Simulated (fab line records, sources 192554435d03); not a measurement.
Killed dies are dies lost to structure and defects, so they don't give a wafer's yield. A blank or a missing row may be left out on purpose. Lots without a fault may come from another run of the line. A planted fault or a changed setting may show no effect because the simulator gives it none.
Chamber matching | flow n5_finfet | N5_BEOL_M1_DESCUM_16 on rie_diel-01: 4 sister chambers
The step chemistry O2, time 7 s. 8 wafers are shown with their chamber, then 8 later ones without.

WAFERS WITH THEIR CHAMBER
wafer  | chamber | drypump_motor_current_A (A) | throttle_valve_pct (%)
L077.6 | 2       | 6.1                         | 20.12
L079.1 | 1       | 5.3                         | 20.42
L088.2 | 3       | 6.1                         | 21.11
L088.5 | 1       | 5.3                         | 20.44
L087.3 | 0       | 6.4                         | 20.35
L087.4 | 0       | 6.4                         | 20.36
L087.5 | 3       | 6.0                         | 21.14
L089.1 | 2       | 6.1                         | 20.14

WAFERS WITHOUT THEIR CHAMBER
wafer  | drypump_motor_current_A (A) | throttle_valve_pct (%)
L089.4 | 6.4                         | 20.37
L089.6 | 6.4                         | 20.36
L090.1 | 6.1                         | 21.13
L090.2 | 6.1                         | 20.15
L090.3 | 5.3                         | 20.45
L095.1 | 6.0                         | 21.13
L095.2 | 5.3                         | 20.47
L095.5 | 5.3                         | 20.47

WHICH CHAMBER EACH WENT THROUGH
wafer  | from the rows above | in truth
L089.4 | 0                   | 0
L089.6 | 0                   | 0
L090.1 | 3                   | 3
L090.2 | 2                   | 2
L090.3 | 1                   | 1
L095.1 | 3                   | 3
L095.2 | 1                   | 1
L095.5 | 1                   | 1
Placed correctly: 8 of 8. Can't be placed from these rows: 0. Placed wrongly: 0.
How it was worked out, from the rows above alone: a wafer's distance from a chamber is the root of the sum, over the readings, of the square of ((its reading less the chamber's mean) divided by the reading's scatter). The wafer belongs to the nearest chamber; if the next one is less than 2 further off, it can't be placed. A chamber's mean is the mean of its shown wafers. The scatter: the root of (the sum of the squares of (reading less its chamber's mean) over the shown wafers, divided by (wafers less chambers)).
